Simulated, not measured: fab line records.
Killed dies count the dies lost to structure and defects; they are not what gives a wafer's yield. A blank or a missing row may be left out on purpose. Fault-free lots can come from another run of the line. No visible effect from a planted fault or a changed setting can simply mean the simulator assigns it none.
fab line records | flow nand_harc
[record] lots = 14 | wafers = 42 | last_day = 34
route steps=1302 shown A_CHANNEL_FILL_D1@495 A_BONDPAD@1220 THIN_TSV@1259 END@1302
lots with no fault: from the same line, run without faults
start_h: start of the lot's first displayed wafer, in hours after the record's first day | wait_h: time in hours since the lot's previous step | " as in the row above | L1.1+2: a row that stands for several wafers | - value missing, or start not given | * or withheld: withheld | < > ~ a bound
route shown NAME@n: NAME is a module with steps in the file, n the number in the route of the first one | usual: the fault-free wafers' mean and standard deviation | same: alike in all rows | chamber/n: place in a boat | sites: each site's reading | _std_site: standard deviation of those values | _edge_site: inner sites' mean taken away from outer sites' mean | radius_mm: for every site, how far away it sits from the centre of the wafer | mask NAME#n: copy n | behind: tool/chamber where the wafer was last shaped | hold: cause of the lot's hold/its duration in hours/its outcome | device: whichever transistor did not switch (one of n, p or np) | end of line: tests run on the same wafers once the route is complete | a step given without rows: its recipe and nothing more | killed: at the first sort, the dies lost to defects and structure; wafer yield is something else | map: shows each die of a wafer: x if killed, . if not, _ if none is there
set.NAME: setting as actually run; set.NAME@STEP: the setting as run at that earlier step | model.NAME: the simulator's own value behind a step, which no gauge read
steps of the route over a sample of lots; a table a step, a row a wafer
services: a tool's chamber out of use, with start hour (start_h, from the record's first day; less than 0 if before it), hours out, and reason
[[steps]]
[step NHARC_A_CHANNEL_FILL_D1_ALD_15]
[recipe] target_thk_a = 20 | pulse_time_s = 60 | ald_cycles = 19 | temp_c = 630 | pressure_torr = 2 | material = SiNx
[usual] chamber_pressure_Torr = 1.999/0.0047 | precursor_pulse_height_rel = 0.999/0.018
lot.wafer | tool             | chamber | start_h | wait_h | chamber_pressure_Torr | precursor_pulse_height_rel
L253.4    | ald_sin_batch-02 | 0       | 201.95  | -      | 2.006                 | 1.016
L253.5    | "                | 0       | "       | "      | 2.004                 | 1.046
L253.6    | "                | 0       | "       | "      | 2.006                 | 1.025
L254.2    | ald_sin_batch-01 | 0       | 215.04  | -      | 2.003                 | 1.026
L254.3    | "                | 0       | "       | "      | 2.000                 | 1.000
L254.5    | "                | 0       | "       | "      | 2.000                 | 1.003
L255.2    | ald_sin_batch-01 | 0       | 215.04  | -      | 2.004                 | 1.020
L255.4    | "                | 0       | "       | "      | 2.000                 | 1.011
L255.5    | "                | 0       | "       | "      | 2.004                 | 0.995
L256.1    | ald_sin_batch-02 | 0       | 225.84  | -      | 1.997                 | 1.008
L256.2    | "                | 0       | "       | "      | 2.000                 | 0.979
L256.3    | "                | 0       | "       | "      | 1.998                 | 1.007
L260.1    | ald_sin_batch-01 | 0       | 276.35  | 3.7    | 1.994                 | 0.989
L260.3    | "                | 0       | "       | "      | 1.995                 | 0.972
L260.4    | "                | 0       | "       | "      | 1.997                 | 0.980
L261.1    | ald_sin_batch-01 | 0       | 279.74  | 3.3    | 1.997                 | 0.996
L261.3    | "                | 0       | "       | "      | 2.003                 | 1.006
L261.6    | "                | 0       | "       | "      | 1.992                 | 1.009
L268.2    | ald_sin_batch-02 | 0       | 348.27  | -      | 1.998                 | 0.974
L268.4    | "                | 0       | "       | "      | 2.001                 | 0.997
L268.5    | "                | 0       | "       | "      | 1.998                 | 0.991
L269.3    | ald_sin_batch-01 | 0       | 362.25  | -      | 1.999                 | 0.988
L269.4    | "                | 0       | "       | "      | 2.000                 | 0.982
L269.6    | "                | 0       | "       | "      | 1.999                 | 0.993
L270.3    | ald_sin_batch-01 | 0       | 372.33  | -      | 2.004                 | 0.973
L270.4    | "                | 0       | "       | "      | 2.006                 | 1.019
L270.6    | "                | 0       | "       | "      | 2.005                 | 1.014
L271.2    | ald_sin_batch-01 | 0       | 372.33  | -      | 1.999                 | 1.001
L271.4    | "                | 0       | "       | "      | 2.003                 | 0.996
L271.6    | "                | 0       | "       | "      | 1.993                 | 1.001
L272.2    | ald_sin_batch-01 | 0       | 384.28  | -      | 1.997                 | 0.974
L272.5    | "                | 0       | "       | "      | 1.995                 | 1.003
L272.6    | "                | 0       | "       | "      | 1.992                 | 1.031
L273.2    | ald_sin_batch-02 | 0       | 405.90  | -      | 1.988                 | 1.000
L273.4    | "                | 0       | "       | "      | 1.993                 | 0.989
L273.6    | "                | 0       | "       | "      | 1.997                 | 1.016
L274.2    | ald_sin_batch-02 | 0       | 415.10  | 3.4    | 2.006                 | 0.965
L274.4    | "                | 0       | "       | "      | 2.008                 | 1.023
L274.6    | "                | 0       | "       | "      | 2.000                 | 1.012
L275.1    | ald_sin_batch-03 | 0       | 427.29  | -      | 2.008                 | 0.978
L275.2    | "                | 0       | "       | "      | 1.997                 | 1.017
L275.3    | "                | 0       | "       | "      | 2.013                 | 0.969
[step NHARC_A_BONDPAD_ETCH_12]
[recipe] target_depth_a = 2200 | time_s = 110 | chf3_flow_sccm = 50 | o2_flow_sccm = 10 | ar_flow_sccm = 200 | rf_w = 500 | bias_w = 200 | chemistry = CHF3/O2
[usual] drypump_motor_current_A = 5.9/0.5 | oes_product_au = 0.944/0.022 | rf_vpp_V = 370.6/2.1 | showerhead_plenum_p_Torr = 2.41/0.092 | throttle_valve_pct = 20.573/0.0097
lot.wafer | tool        | chamber | start_h | wait_h | drypump_motor_current_A | oes_product_au | rf_hours_counter_h | rf_vpp_V | showerhead_plenum_p_Torr | throttle_valve_pct
L253.4    | rie_diel-07 | 1       | -       | -      | 5.8                     | 0.939          | 1                  | 373.3    | 2.53                     | 20.577
L253.6    | "           | 0       | "       | "      | 6.1                     | 0.940          | -                  | 367.6    | 2.30                     | 20.571
L253.5    | "           | 1       | "       | "      | 5.8                     | 0.948          | -                  | 372.5    | 2.53                     | 20.571
L254.2    | rie_diel-07 | 3       | -       | -      | 6.5                     | 0.929          | 1                  | 368.0    | 2.37                     | 20.585
L254.3    | "           | 2       | "       | "      | 5.0                     | 0.913          | 1                  | 370.1    | 2.41                     | 20.593
L254.5    | "           | 3       | "       | "      | 6.5                     | 0.914          | -                  | 370.8    | 2.37                     | 20.568
L255.2    | rie_diel-07 | 1       | -       | -      | 5.8                     | 0.953          | 1                  | 373.3    | 2.53                     | 20.574
L255.4    | "           | 3       | "       | "      | 6.5                     | 0.967          | 1                  | 369.6    | 2.37                     | 20.559
L255.5    | "           | 0       | "       | "      | 6.2                     | 0.981          | -                  | 370.1    | 2.30                     | 20.573
L256.3    | rie_diel-07 | 3       | -       | -      | 6.5                     | 0.936          | 2                  | 370.3    | 2.37                     | 20.573
L256.1    | "           | 1       | "       | "      | 5.7                     | 0.927          | 2                  | 373.4    | 2.53                     | 20.576
L256.2    | "           | 2       | "       | "      | 5.1                     | 0.925          | 2                  | 369.6    | 2.41                     | 20.578
L260.1    | rie_diel-07 | 3       | -       | -      | 6.5                     | 0.962          | 3                  | 369.3    | 2.37                     | 20.570
L260.4    | "           | 0       | "       | "      | 6.1                     | 0.978          | 3                  | 368.3    | 2.30                     | 20.593
L260.3    | "           | 1       | "       | "      | 5.7                     | 0.977          | 3                  | 373.5    | 2.53                     | 20.578
L261.1    | rie_diel-07 | 3       | -       | -      | 6.5                     | 0.953          | 3                  | 369.0    | 2.37                     | 20.563
L261.3    | "           | 2       | "       | "      | 5.0                     | 0.960          | 3                  | 372.2    | 2.41                     | 20.569
L261.6    | "           | 0       | "       | "      | 6.2                     | 0.990          | -                  | 367.8    | 2.30                     | 20.585
L268.4    | rie_diel-07 | 1       | -       | -      | 5.7                     | 0.962          | 1                  | 374.6    | 2.53                     | 20.591
L268.2    | "           | 0       | "       | "      | 6.1                     | 0.975          | 0                  | 369.1    | 2.29                     | 20.558
L268.5    | "           | 2       | "       | "      | 5.0                     | 0.956          | -                  | 370.9    | 2.41                     | 20.565
L269.3    | rie_diel-08 | 3       | -       | -      | 5.8                     | 0.924          | 24                 | 373.4    | 2.50                     | 20.571
L269.4    | "           | 2       | "       | "      | 5.6                     | 0.925          | -                  | 374.0    | 2.50                     | 20.573
L269.6    | "           | 3       | "       | "      | 5.8                     | 0.927          | -                  | 373.6    | 2.50                     | 20.577
L270.4    | rie_diel-08 | 2       | -       | -      | 5.6                     | 0.916          | 26                 | 372.1    | 2.50                     | 20.564
L270.3    | "           | 3       | "       | "      | 5.8                     | 0.926          | 26                 | 374.1    | 2.50                     | 20.568
L270.6    | "           | 1       | "       | "      | 6.1                     | 0.929          | -                  | 368.1    | 2.30                     | 20.580
L272.2    | rie_diel-07 | 1       | -       | -      | 5.7                     | 0.954          | 2                  | 374.3    | 2.53                     | 20.576
L272.5    | "           | 0       | "       | "      | 6.2                     | 0.965          | -                  | 369.3    | 2.29                     | 20.575
L272.6    | "           | 1       | "       | "      | 5.8                     | 0.941          | -                  | 372.3    | 2.53                     | 20.567
L271.4    | rie_diel-08 | 3       | -       | -      | 5.9                     | 0.925          | 27                 | 371.9    | 2.50                     | 20.564
L271.2    | "           | 1       | "       | "      | 6.1                     | 0.923          | 26                 | 367.7    | 2.30                     | 20.584
L271.6    | "           | 2       | "       | "      | 5.6                     | 0.926          | -                  | 373.2    | 2.50                     | 20.548
L273.2    | rie_diel-07 | 0       | -       | -      | 6.1                     | 0.931          | 2                  | 369.2    | 2.29                     | 20.569
L273.4    | "           | 3       | "       | "      | 6.5                     | 0.929          | 2                  | 371.2    | 2.37                     | 20.564
L273.6    | "           | 1       | "       | "      | 5.8                     | 0.920          | -                  | 372.6    | 2.52                     | 20.571
L274.4    | rie_diel-07 | 0       | -       | -      | 6.1                     | 0.920          | 3                  | 368.0    | 2.29                     | 20.580
L274.2    | "           | 3       | "       | "      | 6.5                     | 0.926          | 2                  | 370.0    | 2.37                     | 20.582
L274.6    | "           | 0       | "       | "      | 6.1                     | 0.927          | -                  | 367.5    | 2.29                     | 20.586
L275.2    | rie_diel-07 | 0       | -       | -      | 6.2                     | 0.971          | 3                  | 368.5    | 2.29                     | 20.574
L275.1    | "           | 2       | "       | "      | 5.1                     | 0.963          | 3                  | 370.5    | 2.41                     | 20.568
L275.3    | "           | 3       | "       | "      | 6.5                     | 0.952          | 3                  | 369.5    | 2.37                     | 20.561
[step NHARC_THIN_TSV_CD_MEAS_12]
[recipe] target_cd_nm = 1000 | landing_energy_ev = 500
[usual] cd_nm = 1000.1/1.2
lot.wafer | tool      | chamber | start_h | wait_h | cd_nm
L253.4    | cd_sem-03 | 0       | 547.71  | -      | 1000.1
L253.5    | "         | 0       | "       | "      | 999.2
L253.6    | "         | 0       | "       | "      | 999.1
L255.2    | cd_sem-02 | 0       | 554.35  | -      | 1000.3
L255.4    | "         | 0       | "       | "      | 1000.7
L255.5    | "         | 0       | "       | "      | 1001.6
L254.2    | cd_sem-02 | 0       | 555.44  | -      | 1001.0
L254.3    | "         | 0       | "       | "      | 1003.8
L254.5    | "         | 0       | "       | "      | 1002.3
L256.1    | cd_sem-03 | 0       | 581.86  | -      | 1000.7
L256.2    | "         | 0       | "       | "      | 1000.2
L256.3    | "         | 0       | "       | "      | 1000.7
L260.1    | cd_sem-01 | 0       | 614.45  | -      | 1001.0
L260.3    | "         | 0       | "       | "      | 998.7
L260.4    | "         | 0       | "       | "      | 1000.2
L261.1    | cd_sem-03 | 0       | 615.53  | -      | 1000.5
L261.3    | "         | 0       | "       | "      | 1000.6
L261.6    | "         | 0       | "       | "      | 1001.4
L268.2    | cd_sem-03 | 0       | 689.61  | -      | 997.5
L268.4    | "         | 0       | "       | "      | 1000.7
L268.5    | "         | 0       | "       | "      | 998.6
L269.3    | cd_sem-03 | 0       | 709.75  | -      | 1002.5
L269.4    | "         | 0       | "       | "      | 1000.7
L269.6    | "         | 0       | "       | "      | 1001.4
L270.3    | cd_sem-02 | 0       | 724.89  | -      | 1000.0
L270.4    | "         | 0       | "       | "      | 999.0
L270.6    | "         | 0       | "       | "      | 1001.3
L272.2    | cd_sem-01 | 0       | 727.23  | -      | 1001.9
L272.5    | "         | 0       | "       | "      | 1000.1
L272.6    | "         | 0       | "       | "      | 999.1
L271.2    | cd_sem-01 | 0       | 729.08  | -      | 1000.1
L271.4    | "         | 0       | "       | "      | 1000.0
L271.6    | "         | 0       | "       | "      | 999.9
L273.2    | cd_sem-01 | 0       | 746.95  | -      | 1001.7
L273.4    | "         | 0       | "       | "      | 1001.9
L273.6    | "         | 0       | "       | "      | 1000.3
L274.2    | cd_sem-03 | 0       | 763.19  | -      | 1002.2
L274.4    | "         | 0       | "       | "      | 1001.4
L274.6    | "         | 0       | "       | "      | 1000.0
L275.1    | cd_sem-01 | 0       | 807.50  | -      | 997.4
L275.2    | "         | 0       | "       | "      | 999.4
L275.3    | "         | 0       | "       | "      | 998.5
[step NHARC_END_SORT_01]
[recipe] temp_c = 25
[usual] killed_at_array = 52/19 | killed_at_other = 0.8/1 | killed_at_periphery = 3.7/2.5 | killed_dies = 56/19 | killed_open = 3.5/2 | killed_short = 2.2/1.4
[same] gross_dies = 677
lot.wafer | tool      | chamber | start_h | wait_h | killed_at_array | killed_at_other | killed_at_periphery | killed_dies | killed_open | killed_short
L260.1    | prober-01 | 0       | 630.62  | 2.5    | 155             | 1               | 2                   | 158         | 1           | 3
L260.3    | prober-01 | 0       | 632.23  | 3.1    | 163             | 0               | 4                   | 167         | 4           | 3
L260.4    | prober-01 | 0       | 633.03  | 3.4    | 120             | 0               | 3                   | 123         | 3           | 2
L261.1    | prober-02 | 0       | 630.64  | 2.5    | 125             | 1               | 3                   | 129         | 6           | 2
L261.3    | prober-02 | 0       | 632.24  | 3.1    | 120             | 0               | 3                   | 123         | 5           | 4
L261.6    | prober-02 | 0       | 634.63  | 4.0    | 137             | 1               | 3                   | 141         | 4           | 1
// killed by level:class
L260.1 A_CHANNEL_FILL_D1:unspecified=87 A_CHANNEL_HOLE_D2:chamber_film_flake=29 A_SLIT:chamber_film_flake=28 A_WL_FILL:geometric_particle:short=3 A_ZERO_WELL:chamber_film_flake=3 A_CHANNEL_HOLE_D1:chamber_film_flake=3 A_ONON_D1:geometric_particle:open=1 P_STI:chamber_film_flake=1
L261.1 A_CHANNEL_FILL_D1:unspecified=82 A_CHANNEL_HOLE_D2:chamber_film_flake=17 A_CHANNEL_HOLE_D1:chamber_film_flake=15 A_CONTACT:chamber_film_flake=4 A_DECK1_JOINT:geometric_particle:open=2 A_BLC:geometric_particle:open=2 P_CONTACT:geometric_particle:short=1 P_M0:geometric_particle:open=1
L260.3 A_CHANNEL_FILL_D1:unspecified=82 A_CHANNEL_HOLE_D2:chamber_film_flake=38 A_SLIT:chamber_film_flake=32 A_CONTACT:chamber_film_flake=4 P_GATE:chamber_film_flake=2 A_CHANNEL_HOLE_D1:chamber_film_flake=2 P_M0:geometric_particle:open=1 P_M2:geometric_particle:open=1
L261.3 A_CHANNEL_FILL_D1:unspecified=84 A_CHANNEL_HOLE_D1:chamber_film_flake=15 A_CHANNEL_HOLE_D2:chamber_film_flake=7 A_CONTACT:chamber_film_flake=3 P_GATE:chamber_film_flake=2 P_GATE:geometric_particle:short=1 A_ONON_D1:geometric_particle:open=1 A_CHANNEL_FILL_D1:geometric_particle:open=1
L260.4 A_CHANNEL_FILL_D1:unspecified=79 A_CHANNEL_HOLE_D2:chamber_film_flake=15 A_SLIT:chamber_film_flake=14 A_CONTACT:chamber_film_flake=3 A_ZERO_WELL:chamber_film_flake=2 P_GATE:geometric_particle:open=1 P_CONTACT:geometric_particle:short=1 A_SGD_CUT:geometric_particle:open=1
L261.6 A_CHANNEL_FILL_D1:unspecified=83 A_CHANNEL_HOLE_D1:chamber_film_flake=24 A_CHANNEL_HOLE_D2:chamber_film_flake=15 A_CONTACT:chamber_film_flake=8 A_STAIRCASE:chamber_film_flake=3 A_ONON_D2:geometric_particle:open=2 P_BONDPAD:geometric_particle:open=1 A_ONON_D1:geometric_particle:open=1
[[services]]
tool             | chamber | start_h | hours | kind
rie_diel-08      | -       | 191.83  | 9.0   | pm
rie_diel-08      | 1       | 231.15  | 4.8   | repair
rie_diel-07      | 1       | 242.46  | 23.0  | repair
rie_diel-07      | 3       | 256.23  | 2.3   | repair
ald_sin_batch-02 | -       | 266.00  | 26.0  | pm
rie_diel-07      | -       | 294.20  | 9.0   | pm
rie_diel-07      | 0       | 328.18  | 2.0   | repair
rie_diel-08      | -       | 369.12  | 9.0   | pm
rie_diel-08      | 2       | 381.77  | 8.2   | repair
ald_sin_batch-01 | -       | 398.76  | 37.1  | repair
rie_diel-07      | 0       | 440.75  | 7.3   | repair
rie_diel-07      | 3       | 442.51  | 5.6   | repair
rie_diel-08      | 3       | 448.96  | 5.9   | repair
rie_diel-07      | 0       | 469.43  | 5.5   | repair
rie_diel-07      | -       | 471.20  | 9.0   | pm
ald_sin_batch-01 | -       | 506.00  | 26.0  | pm
rie_diel-08      | -       | 546.12  | 9.0   | pm
rie_diel-07      | -       | 648.20  | 9.0   | pm
rie_diel-08      | 2       | 650.03  | 5.1   | repair
rie_diel-07      | -       | 671.52  | 0.3   | repair
rie_diel-07      | 2       | 682.05  | 21.1  | repair
rie_diel-08      | 0       | 693.17  | 7.0   | repair
rie_diel-08      | -       | 723.12  | 9.0   | pm
ald_sin_batch-02 | -       | 764.49  | 10.0  | repair
[[key]]
[first_sign] step = NHARC_END_SORT_01 | reading = killed_at_array | direction = up | sigmas = 4.6 | usual = 52 | struck = 137
[effect] step = NHARC_END_SORT_01 | reading = killed_dies | direction = up | sigmas = 4.5 | usual = 56 | struck = 140
[more_kills_born_at] NHARC_A_CHANNEL_FILL_D1_ALD_15@ald_sin_batch-01 = 497
met_at NHARC_A_CHANNEL_FILL_D1_ALD_15
struck_lots L260,L261
tester_left_out L260,L261
not_acting_at NHARC_A_BONDPAD_ETCH_12,NHARC_THIN_TSV_CD_MEAS_12
[fault] kind = chamber_particle_source | tool = ald_sin_batch-01 | chamber = - | onset_h = 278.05 | steps = NHARC_A_CHANNEL_FILL_D1_ALD_15 | rate_per_visit_cm2 = 0.89384 | end_h = 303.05
// tester_left_out: of these lots the tester's yield and bins aren't shown, on N5 and GAA mostly nor the transistor test; their killed dies are dies lost to structure and defects alone, not to doping, threshold or leakage, so they don't give the yield
